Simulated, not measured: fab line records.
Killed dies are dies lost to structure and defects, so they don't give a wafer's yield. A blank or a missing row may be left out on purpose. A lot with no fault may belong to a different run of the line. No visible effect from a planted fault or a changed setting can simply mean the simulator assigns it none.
Matching of chambers	flow n5-finfet	4 sister chambers for N5_GATE_CUT_ETCH_37 on rie-diel-03
The step etches SOC in N2/H2, target depth 60 nm, overetch 12 nm, time 90 s. 4 wafers are shown with their chamber, then 7 later ones without.

EACH WAFER AND ITS CHAMBER
wafer	chamber	drypump-motor-current-A (A)
L085.3	3	5.7
L085.5	1	6.6
L085.6	2	6.4
L086.5	0	5.7

WAFERS WHOSE CHAMBER IS MISSING
wafer	drypump-motor-current-A (A)
L086.6	6.6
L091.1	5.8
L091.2	6.4
L091.3	5.7
L097.3	5.7
L097.4	6.4
L097.6	5.7

THE CHAMBER EACH PASSED THROUGH
wafer	from the rows above	in truth
L086.6	1	1
L091.1	can't be placed: 0 or 3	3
L091.2	2	2
L091.3	can't be placed: 0 or 3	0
L097.3	can't be placed: 0 or 3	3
L097.4	2	2
L097.6	can't be placed: 0 or 3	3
3 of 7 placed correctly. Unplaceable from these rows: 4, with the true chamber sitting among the candidates in 4. Number placed wrongly: 0.
How it was worked out, from the rows above alone: a wafer's distance from a chamber is the root of the sum, over the readings, of the square of ((its reading less the chamber's mean) divided by the reading's scatter). If the next closest chamber is less than 2 further off than the closest, the wafer can't be placed; otherwise it belongs to the closest. A chamber's mean is the mean of its shown wafers. The scatter: with one shown wafer a chamber, the root of the mean of the squares of how far each hidden wafer lies from its nearest shown one.
